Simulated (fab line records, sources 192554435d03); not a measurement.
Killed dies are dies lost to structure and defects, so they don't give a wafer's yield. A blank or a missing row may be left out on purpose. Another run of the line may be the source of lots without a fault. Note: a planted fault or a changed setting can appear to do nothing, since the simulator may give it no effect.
Matching of chambers ; flow n5_finfet ; N5_BEOL_M2_ETCH_77 on rie_diel-05 has 4 sister chambers
The step etches underlayer in N2/H2, target depth 6.5 nm, time 5.2 s. 18 wafers are shown with their chamber, then 9 later ones without.

== WAFERS, EACH WITH ITS CHAMBER ==
wafer;chamber;drypump_motor_current_A (A);showerhead_plenum_p_Torr (Torr);throttle_valve_pct (%)
L074.1;2;6.0;2.57;18.09
L074.3;1;5.8;2.46;17.85
L074.6;2;6.0;2.57;18.07
L076.1;0;5.2;2.47;17.76
L076.4;2;6.0;2.57;18.06
L076.6;0;5.2;2.47;17.76
L077.2;0;5.2;2.47;17.76
L077.5;1;5.9;2.45;17.86
L077.6;0;5.2;2.47;17.75
L081.3;3;4.7;2.46;17.94
L081.4;2;6.0;2.57;18.09
L081.5;2;6.0;2.57;18.09
L085.1;0;5.2;2.46;17.77
L085.3;1;5.9;2.45;17.91
L085.4;2;6.0;2.56;18.14
L087.2;2;6.1;2.56;18.11
L087.4;0;5.2;2.46;17.78
L087.6;0;5.2;2.46;17.77

SIGNATURES (averages over the wafers above)
reading;chamber 0;chamber 1;chamber 2;chamber 3;scatter within a chamber
drypump_motor_current_A;5.200;5.867;6.014;4.700;0.033
showerhead_plenum_p_Torr;2.4657;2.4533;2.5671;2.4600;0.00522
throttle_valve_pct;17.7643;17.8733;18.0929;17.9400;0.022
Rule: a wafer's distance from a chamber is the root of the sum, over the readings, of the square of ((its reading less the chamber's mean) divided by the reading's scatter). If the next closest chamber is less than 2 further off than the closest, the wafer can't be placed; otherwise it belongs to the closest. The scatter: take each reading less its chamber's mean, square it, sum over the shown wafers, divide by the number of wafers less the number of chambers, and take the root.

== WAFERS WITH NO CHAMBER GIVEN ==
wafer;drypump_motor_current_A (A);showerhead_plenum_p_Torr (Torr);throttle_valve_pct (%)
L090.2;6.1;2.56;18.12
L090.4;5.9;2.44;17.90
L090.5;4.7;2.45;17.96
L091.1;5.2;2.46;17.83
L091.4;4.7;2.45;17.95
L091.6;6.0;2.56;18.15
L093.3;4.7;2.45;17.97
L093.4;5.9;2.44;17.91
L093.5;6.0;2.56;18.12

== CHAMBER TAKEN BY EACH ==
wafer;from the rows above;in truth
L090.2;2;2
L090.4;1;1
L090.5;3;3
L091.1;0;0
L091.4;3;3
L091.6;2;2
L093.3;3;3
L093.4;1;1
L093.5;2;2
Correct placement for 9 of the 9. Can't be placed from these rows: 0. Placed wrongly: 0.
